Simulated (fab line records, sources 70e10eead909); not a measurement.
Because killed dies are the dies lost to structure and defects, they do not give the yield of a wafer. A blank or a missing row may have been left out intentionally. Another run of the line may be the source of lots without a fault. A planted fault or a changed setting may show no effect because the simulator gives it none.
fab line records / flow nand_harc
record lots=5 wafers=15 last_day=31
route steps=1302 shown P_GATE@170
lots that met no fault: taken from a fault-free run of the same line
start_h: the number of hours between the record's first day and the start of the first shown wafer of the lot / wait_h: how many hours have passed since the lot's step before this one / " as in the row above / L1.1+2: a single row standing in for several wafers / - value missing, or start not given / * or withheld: withheld / < > ~ a bound
route shown NAME@n: names a module that has steps shown in the file, with the first one's number in the route / usual: the fault-free wafers' mean and standard deviation / same: alike in all rows / chamber/n: place in a boat / sites: per-site readings / _std_site: standard deviation across them / _edge_site: inner sites' mean taken away from outer sites' mean / radius_mm: for every site, how far away it sits from the centre of the wafer / mask NAME#n: copy n / behind: the last tool/chamber to shape the wafer / hold: what put the lot on hold/how long, in hours/how the hold closed / device: the transistor (n, p or np) that didn't switch / end of line: the tests these same wafers got at the end of their route / step lacking rows: just its recipe / killed: count of dies lost to structure and defects at first sort (not the wafer's yield) / map: a wafer's dies, x killed, . not, _ none there
set.NAME: the run value of the setting; set.NAME@STEP: its run value at that earlier step / model.NAME: the simulator's own value behind a step, which no gauge read
certain route steps with their lots: each step a table, each wafer a row
services: a tool's chamber out of use, with start hour (start_h, from the record's first day; less than 0 if before it), hours out, and reason
## steps
# step NHARC_P_GATE_CD_MEAS_46
# recipe target_cd_nm=720 landing_energy_ev=500
# usual cd_nm=720.3/1.2
lot.wafer=L495.3 tool=cd_sem-02 chamber=0 start_h=124.55 wait_h=- cd_nm=721.3
lot.wafer=L495.5 tool=cd_sem-02 chamber=0 start_h=124.55 wait_h=- cd_nm=721.8
lot.wafer=L495.6 tool=cd_sem-02 chamber=0 start_h=124.55 wait_h=- cd_nm=724.6
lot.wafer=L497.3 tool=cd_sem-01 chamber=0 start_h=138.10 wait_h=- cd_nm=721.5
lot.wafer=L497.4 tool=cd_sem-01 chamber=0 start_h=138.10 wait_h=- cd_nm=720.0
lot.wafer=L497.6 tool=cd_sem-01 chamber=0 start_h=138.10 wait_h=- cd_nm=720.3
lot.wafer=L498.2 tool=cd_sem-01 chamber=0 start_h=147.05 wait_h=- cd_nm=718.9
lot.wafer=L498.4 tool=cd_sem-01 chamber=0 start_h=147.05 wait_h=- cd_nm=721.0
lot.wafer=L498.6 tool=cd_sem-01 chamber=0 start_h=147.05 wait_h=- cd_nm=719.5
lot.wafer=L507.3 tool=cd_sem-01 chamber=0 start_h=235.59 wait_h=- cd_nm=721.7
lot.wafer=L507.4 tool=cd_sem-01 chamber=0 start_h=235.59 wait_h=- cd_nm=723.5
lot.wafer=L507.6 tool=cd_sem-01 chamber=0 start_h=235.59 wait_h=- cd_nm=721.9
lot.wafer=L513.2 tool=cd_sem-02 chamber=0 start_h=298.51 wait_h=- cd_nm=719.3
lot.wafer=L513.4 tool=cd_sem-02 chamber=0 start_h=298.51 wait_h=- cd_nm=718.7
lot.wafer=L513.6 tool=cd_sem-02 chamber=0 start_h=298.51 wait_h=- cd_nm=718.0
# step NHARC_P_GATE_HARDBAKE_47
# recipe temp_c=125 time_s=80
# step NHARC_P_GATE_DESCUM_48
# recipe time_s=3 o2_flow_sccm=200 ar_flow_sccm=0 bias_power_w=0 chemistry=O2
# usual drypump_motor_current_A=6.0/0.52 o2_flow_sccm=200.0/0.6 oes_product_au=1.002/0.0077 rf_vpp_V=57.9/0.86 showerhead_plenum_p_Torr=1.97/0.072 throttle_valve_pct=11.310/0.0099
lot.wafer=L495.3 tool=rie_diel-05 chamber=0 start_h=124.71 wait_h=- drypump_motor_current_A=5.8 o2_flow_sccm=200.1 oes_product_au=1.000 rf_hours_counter_h=4.5 rf_vpp_V=58.1 showerhead_plenum_p_Torr=1.95 throttle_valve_pct=11.308
lot.wafer=L495.5 tool=rie_diel-05 chamber=3 start_h=124.71 wait_h=- drypump_motor_current_A=6.0 o2_flow_sccm=199.7 oes_product_au=1.009 rf_hours_counter_h=- rf_vpp_V=59.8 showerhead_plenum_p_Torr=2.04 throttle_valve_pct=11.318
lot.wafer=L495.6 tool=rie_diel-05 chamber=0 start_h=124.71 wait_h=- drypump_motor_current_A=5.8 o2_flow_sccm=200.1 oes_product_au=1.002 rf_hours_counter_h=- rf_vpp_V=58.0 showerhead_plenum_p_Torr=1.95 throttle_valve_pct=11.300
lot.wafer=L497.3 tool=rie_diel-07 chamber=0 start_h=138.27 wait_h=- drypump_motor_current_A=5.2 o2_flow_sccm=200.5 oes_product_au=1.007 rf_hours_counter_h=0.8 rf_vpp_V=58.1 showerhead_plenum_p_Torr=2.04 throttle_valve_pct=11.294
lot.wafer=L497.4 tool=rie_diel-07 chamber=1 start_h=138.27 wait_h=- drypump_motor_current_A=6.5 o2_flow_sccm=199.4 oes_product_au=0.988 rf_hours_counter_h=0.7 rf_vpp_V=57.0 showerhead_plenum_p_Torr=1.83 throttle_valve_pct=11.305
lot.wafer=L497.6 tool=rie_diel-07 chamber=1 start_h=138.27 wait_h=- drypump_motor_current_A=6.6 o2_flow_sccm=198.5 oes_product_au=0.992 rf_hours_counter_h=- rf_vpp_V=58.1 showerhead_plenum_p_Torr=1.83 throttle_valve_pct=11.298
lot.wafer=L498.2 tool=rie_diel-05 chamber=2 start_h=147.20 wait_h=- drypump_motor_current_A=6.6 o2_flow_sccm=199.6 oes_product_au=1.017 rf_hours_counter_h=6.6 rf_vpp_V=57.1 showerhead_plenum_p_Torr=1.92 throttle_valve_pct=11.312
lot.wafer=L498.4 tool=rie_diel-05 chamber=3 start_h=147.20 wait_h=- drypump_motor_current_A=6.0 o2_flow_sccm=200.1 oes_product_au=1.003 rf_hours_counter_h=5.1 rf_vpp_V=57.7 showerhead_plenum_p_Torr=2.04 throttle_valve_pct=11.316
lot.wafer=L498.6 tool=rie_diel-05 chamber=2 start_h=147.20 wait_h=- drypump_motor_current_A=6.6 o2_flow_sccm=200.0 oes_product_au=1.013 rf_hours_counter_h=- rf_vpp_V=58.4 showerhead_plenum_p_Torr=1.92 throttle_valve_pct=11.310
lot.wafer=L507.4 tool=rie_diel-07 chamber=0 start_h=235.74 wait_h=- drypump_motor_current_A=5.2 o2_flow_sccm=200.0 oes_product_au=1.011 rf_hours_counter_h=5.3 rf_vpp_V=57.1 showerhead_plenum_p_Torr=2.04 throttle_valve_pct=11.303
lot.wafer=L507.3 tool=rie_diel-07 chamber=3 start_h=235.74 wait_h=- drypump_motor_current_A=5.8 o2_flow_sccm=200.2 oes_product_au=1.009 rf_hours_counter_h=5.0 rf_vpp_V=58.1 showerhead_plenum_p_Torr=2.05 throttle_valve_pct=11.315
lot.wafer=L507.6 tool=rie_diel-07 chamber=0 start_h=235.74 wait_h=- drypump_motor_current_A=5.2 o2_flow_sccm=199.5 oes_product_au=1.010 rf_hours_counter_h=- rf_vpp_V=58.8 showerhead_plenum_p_Torr=2.04 throttle_valve_pct=11.302
lot.wafer=L513.2 tool=rie_diel-01 chamber=3 start_h=298.67 wait_h=- drypump_motor_current_A=5.7 o2_flow_sccm=199.3 oes_product_au=1.009 rf_hours_counter_h=4.7 rf_vpp_V=57.6 showerhead_plenum_p_Torr=1.89 throttle_valve_pct=11.317
lot.wafer=L513.6 tool=rie_diel-01 chamber=3 start_h=298.67 wait_h=- drypump_motor_current_A=5.7 o2_flow_sccm=200.2 oes_product_au=1.001 rf_hours_counter_h=- rf_vpp_V=57.9 showerhead_plenum_p_Torr=1.89 throttle_valve_pct=11.324
lot.wafer=L513.4 tool=rie_diel-01 chamber=0 start_h=298.67 wait_h=- drypump_motor_current_A=6.2 o2_flow_sccm=198.9 oes_product_au=0.993 rf_hours_counter_h=- rf_vpp_V=58.3 showerhead_plenum_p_Torr=2.06 throttle_valve_pct=11.320
# step NHARC_P_GATE_IMPLANT_49
# recipe energy_kev=30 dose_cm2=3e+15 tilt_deg=7
# step NHARC_P_GATE_STRIP_111
# recipe power_w=1500 temp_c=110 time_s=250 chemistry=N2/H2
# usual drypump_motor_current_A=5.5/0.49 heater_power_w=91/5.5 temp_c=110.01/0.15
lot.wafer=L495.3 tool=plasma_asher-02 chamber=0 start_h=125.17 wait_h=0.2 drypump_motor_current_A=4.8 heater_power_w=91 rf_hours_counter_h=- temp_c=109.94
lot.wafer=L495.6 tool=plasma_asher-02 chamber=0 start_h=125.17 wait_h=0.2 drypump_motor_current_A=4.8 heater_power_w=90 rf_hours_counter_h=- temp_c=110.16
lot.wafer=L495.5 tool=plasma_asher-02 chamber=1 start_h=125.17 wait_h=0.2 drypump_motor_current_A=5.8 heater_power_w=101 rf_hours_counter_h=- temp_c=110.01
lot.wafer=L497.3 tool=plasma_asher-02 chamber=1 start_h=138.74 wait_h=0.2 drypump_motor_current_A=5.8 heater_power_w=97 rf_hours_counter_h=- temp_c=109.88
lot.wafer=L497.4 tool=plasma_asher-02 chamber=0 start_h=138.74 wait_h=0.2 drypump_motor_current_A=4.8 heater_power_w=90 rf_hours_counter_h=- temp_c=110.26
lot.wafer=L497.6 tool=plasma_asher-02 chamber=1 start_h=138.74 wait_h=0.2 drypump_motor_current_A=5.8 heater_power_w=99 rf_hours_counter_h=- temp_c=109.88
lot.wafer=L498.2 tool=plasma_asher-02 chamber=0 start_h=147.82 wait_h=0.4 drypump_motor_current_A=4.8 heater_power_w=90 rf_hours_counter_h=14 temp_c=110.02
lot.wafer=L498.4 tool=plasma_asher-02 chamber=0 start_h=147.82 wait_h=0.4 drypump_motor_current_A=4.8 heater_power_w=94 rf_hours_counter_h=- temp_c=110.22
lot.wafer=L498.6 tool=plasma_asher-02 chamber=0 start_h=147.82 wait_h=0.4 drypump_motor_current_A=4.8 heater_power_w=91 rf_hours_counter_h=- temp_c=110.27
lot.wafer=L507.3 tool=plasma_asher-02 chamber=0 start_h=236.33 wait_h=0.2 drypump_motor_current_A=4.8 heater_power_w=92 rf_hours_counter_h=- temp_c=110.24
lot.wafer=L507.4 tool=plasma_asher-02 chamber=1 start_h=236.33 wait_h=0.2 drypump_motor_current_A=5.8 heater_power_w=100 rf_hours_counter_h=- temp_c=109.90
lot.wafer=L507.6 tool=plasma_asher-02 chamber=0 start_h=236.33 wait_h=0.2 drypump_motor_current_A=4.8 heater_power_w=91 rf_hours_counter_h=- temp_c=109.93
lot.wafer=L513.2 tool=plasma_asher-02 chamber=1 start_h=299.11 wait_h=0.2 drypump_motor_current_A=5.8 heater_power_w=95 rf_hours_counter_h=4 temp_c=109.99
lot.wafer=L513.4 tool=plasma_asher-02 chamber=0 start_h=299.11 wait_h=0.2 drypump_motor_current_A=4.8 heater_power_w=92 rf_hours_counter_h=- temp_c=110.13
lot.wafer=L513.6 tool=plasma_asher-02 chamber=0 start_h=299.11 wait_h=0.2 drypump_motor_current_A=4.8 heater_power_w=92 rf_hours_counter_h=- temp_c=109.96
# step NHARC_P_GATE_STRIP_75
# recipe power_w=1500 temp_c=250 chemistry=O2
# usual drypump_motor_current_A=5.5/0.49 heater_power_w=340/21 temp_c=249.99/0.18
lot.wafer=L495.3 tool=plasma_asher-02 chamber=0 start_h=125.40 wait_h=0.2 drypump_motor_current_A=4.8 heater_power_w=347 rf_hours_counter_h=- temp_c=249.83
lot.wafer=L495.6 tool=plasma_asher-02 chamber=0 start_h=125.40 wait_h=0.2 drypump_motor_current_A=4.8 heater_power_w=345 rf_hours_counter_h=- temp_c=250.13
lot.wafer=L495.5 tool=plasma_asher-02 chamber=1 start_h=125.40 wait_h=0.2 drypump_motor_current_A=5.8 heater_power_w=372 rf_hours_counter_h=- temp_c=250.10
lot.wafer=L497.3 tool=plasma_asher-02 chamber=1 start_h=138.96 wait_h=0.2 drypump_motor_current_A=5.7 heater_power_w=361 rf_hours_counter_h=- temp_c=250.14
lot.wafer=L497.4 tool=plasma_asher-02 chamber=0 start_h=138.96 wait_h=0.2 drypump_motor_current_A=4.8 heater_power_w=342 rf_hours_counter_h=- temp_c=250.13
lot.wafer=L497.6 tool=plasma_asher-02 chamber=1 start_h=138.96 wait_h=0.2 drypump_motor_current_A=5.8 heater_power_w=359 rf_hours_counter_h=- temp_c=250.17
lot.wafer=L498.2 tool=plasma_asher-02 chamber=0 start_h=148.12 wait_h=0.2 drypump_motor_current_A=4.8 heater_power_w=345 rf_hours_counter_h=14 temp_c=249.83
lot.wafer=L498.4 tool=plasma_asher-02 chamber=0 start_h=148.12 wait_h=0.2 drypump_motor_current_A=4.8 heater_power_w=339 rf_hours_counter_h=- temp_c=249.95
lot.wafer=L498.6 tool=plasma_asher-02 chamber=0 start_h=148.12 wait_h=0.2 drypump_motor_current_A=4.8 heater_power_w=334 rf_hours_counter_h=- temp_c=249.87
lot.wafer=L507.3 tool=plasma_asher-02 chamber=0 start_h=236.55 wait_h=0.2 drypump_motor_current_A=4.8 heater_power_w=346 rf_hours_counter_h=- temp_c=249.93
lot.wafer=L507.4 tool=plasma_asher-02 chamber=1 start_h=236.55 wait_h=0.2 drypump_motor_current_A=5.8 heater_power_w=358 rf_hours_counter_h=- temp_c=250.26
lot.wafer=L507.6 tool=plasma_asher-02 chamber=0 start_h=236.55 wait_h=0.2 drypump_motor_current_A=4.8 heater_power_w=343 rf_hours_counter_h=- temp_c=249.70
lot.wafer=L513.2 tool=plasma_asher-02 chamber=1 start_h=299.37 wait_h=0.2 drypump_motor_current_A=5.8 heater_power_w=339 rf_hours_counter_h=4 temp_c=249.82
lot.wafer=L513.4 tool=plasma_asher-02 chamber=0 start_h=299.37 wait_h=0.2 drypump_motor_current_A=4.8 heater_power_w=349 rf_hours_counter_h=- temp_c=249.72
lot.wafer=L513.6 tool=plasma_asher-02 chamber=0 start_h=299.37 wait_h=0.2 drypump_motor_current_A=4.8 heater_power_w=348 rf_hours_counter_h=- temp_c=249.68
# step NHARC_P_GATE_STRIP_50
# recipe time_s=900 temp_c=130 chemistry=SPM
# step NHARC_P_GATE_DEHYDRATE_51
# recipe temp_c=150 time_s=120
# step NHARC_P_GATE_HMDS_52
# recipe time_s=30
# step NHARC_P_GATE_COAT_53
# recipe spin_rpm=3000
# step NHARC_P_GATE_SOFTBAKE_54
# recipe temp_c=122 time_s=95
# step NHARC_P_GATE_EBR_55
# step NHARC_P_GATE_EXPOSE_56
# recipe na=0.6 target_cd_nm=720 dose_mj=14.81 mask_id=P_PSD
# same na=0.6
lot.wafer=L495.3+5+6 tool=krf_scanner-02 chamber=0 start_h=126.15 wait_h=- mask=P_PSD#0
lot.wafer=L497.3+4+6 tool=krf_scanner-02 chamber=0 start_h=139.60 wait_h=- mask=P_PSD_R1#0
lot.wafer=L498.2+4+6 tool=krf_scanner-02 chamber=0 start_h=148.77 wait_h=- mask=P_PSD#0
lot.wafer=L507.3+4+6 tool=krf_scanner-04 chamber=0 start_h=237.18 wait_h=- mask=P_PSD#0
lot.wafer=L513.2+4+6 tool=krf_scanner-03 chamber=0 start_h=300.14 wait_h=- mask=P_PSD#0
# step NHARC_P_GATE_PEB_57
# recipe peb_temp_c=118 peb_time_s=85
# step NHARC_P_GATE_DEVELOP_58
# recipe time_s=70
# step NHARC_P_GATE_CD_MEAS_59
# recipe target_cd_nm=720 landing_energy_ev=500
# usual cd_nm=720.2/1.3
lot.wafer=L495.3 tool=cd_sem-01 chamber=0 start_h=126.30 wait_h=- cd_nm=723.1
lot.wafer=L495.5 tool=cd_sem-01 chamber=0 start_h=126.30 wait_h=- cd_nm=720.6
lot.wafer=L495.6 tool=cd_sem-01 chamber=0 start_h=126.30 wait_h=- cd_nm=723.3
lot.wafer=L497.3 tool=cd_sem-02 chamber=0 start_h=139.75 wait_h=- cd_nm=715.7
lot.wafer=L497.4 tool=cd_sem-02 chamber=0 start_h=139.75 wait_h=- cd_nm=715.5
lot.wafer=L497.6 tool=cd_sem-02 chamber=0 start_h=139.75 wait_h=- cd_nm=715.2
lot.wafer=L498.2 tool=cd_sem-03 chamber=0 start_h=148.92 wait_h=- cd_nm=719.6
lot.wafer=L498.4 tool=cd_sem-03 chamber=0 start_h=148.92 wait_h=- cd_nm=719.9
lot.wafer=L498.6 tool=cd_sem-03 chamber=0 start_h=148.92 wait_h=- cd_nm=718.1
lot.wafer=L507.3 tool=cd_sem-03 chamber=0 start_h=237.34 wait_h=- cd_nm=718.7
lot.wafer=L507.4 tool=cd_sem-03 chamber=0 start_h=237.34 wait_h=- cd_nm=720.6
lot.wafer=L507.6 tool=cd_sem-03 chamber=0 start_h=237.34 wait_h=- cd_nm=718.8
lot.wafer=L513.2 tool=cd_sem-01 chamber=0 start_h=300.30 wait_h=- cd_nm=719.1
lot.wafer=L513.4 tool=cd_sem-01 chamber=0 start_h=300.30 wait_h=- cd_nm=718.7
lot.wafer=L513.6 tool=cd_sem-01 chamber=0 start_h=300.30 wait_h=- cd_nm=719.3
# step NHARC_P_GATE_HARDBAKE_60
# recipe temp_c=125 time_s=80
## services
tool=rie_diel-05 chamber=0 start_h=110.62 hours=- kind=clean
tool=rie_diel-05 chamber=1 start_h=110.62 hours=- kind=clean
tool=rie_diel-05 chamber=2 start_h=110.62 hours=- kind=clean
tool=rie_diel-07 chamber=- start_h=117.20 hours=9.0 kind=pm
tool=rie_diel-07 chamber=2 start_h=128.38 hours=5.2 kind=repair
tool=rie_diel-01 chamber=0 start_h=147.24 hours=33.8 kind=repair
tool=krf_scanner-04 chamber=- start_h=182.00 hours=4.0 kind=pm
tool=rie_diel-05 chamber=0 start_h=191.70 hours=3.7 kind=repair
tool=krf_scanner-04 chamber=- start_h=199.97 hours=1.1 kind=repair
tool=rie_diel-07 chamber=1 start_h=200.25 hours=9.8 kind=repair
tool=rie_diel-01 chamber=- start_h=203.80 hours=9.0 kind=pm
tool=rie_diel-05 chamber=0 start_h=214.54 hours=3.1 kind=repair
tool=krf_scanner-03 chamber=- start_h=224.14 hours=4.0 kind=pm
tool=rie_diel-05 chamber=- start_h=229.62 hours=9.0 kind=pm
tool=krf_scanner-02 chamber=0 start_h=263.05 hours=- kind=calibration
tool=krf_scanner-02 chamber=- start_h=266.00 hours=4.0 kind=pm
tool=plasma_asher-02 chamber=- start_h=266.20 hours=9.0 kind=pm
tool=plasma_asher-02 chamber=0 start_h=266.20 hours=9.0 kind=vent_cycle
tool=plasma_asher-02 chamber=1 start_h=266.20 hours=9.0 kind=vent_cycle
tool=krf_scanner-03 chamber=- start_h=273.63 hours=0.4 kind=repair
tool=plasma_asher-02 chamber=0 start_h=275.20 hours=- kind=clean
tool=plasma_asher-02 chamber=1 start_h=275.20 hours=- kind=clean
tool=rie_diel-07 chamber=- start_h=294.20 hours=9.0 kind=pm
tool=rie_diel-01 chamber=2 start_h=294.76 hours=7.8 kind=repair
## key
first_sign step=NHARC_P_GATE_EXPOSE_56 reading=mask direction=changed
effect step=NHARC_P_GATE_CD_MEAS_59 reading=cd_nm direction=down sigmas=3.7 usual=720.2 struck=715.4
met_at NHARC_P_GATE_EXPOSE_56
struck_wafers L497.3,L497.4,L497.6
tester_left_out L497
onset_between 126.15 139.60
fault kind=wrong_mask tool=any chamber=- onset_h=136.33 steps=NHARC_P_GATE_EXPOSE_56 aux_copy=P_PSD_R1#0 cd_offset_nm=-5.617 scope=struck_lots_only
# tester_left_out: of these lots the tester's yield and bins aren't shown, on N5 and GAA mostly nor the transistor test; their killed dies are dies lost to structure and defects alone, not to doping, threshold or leakage, so they don't give the yield
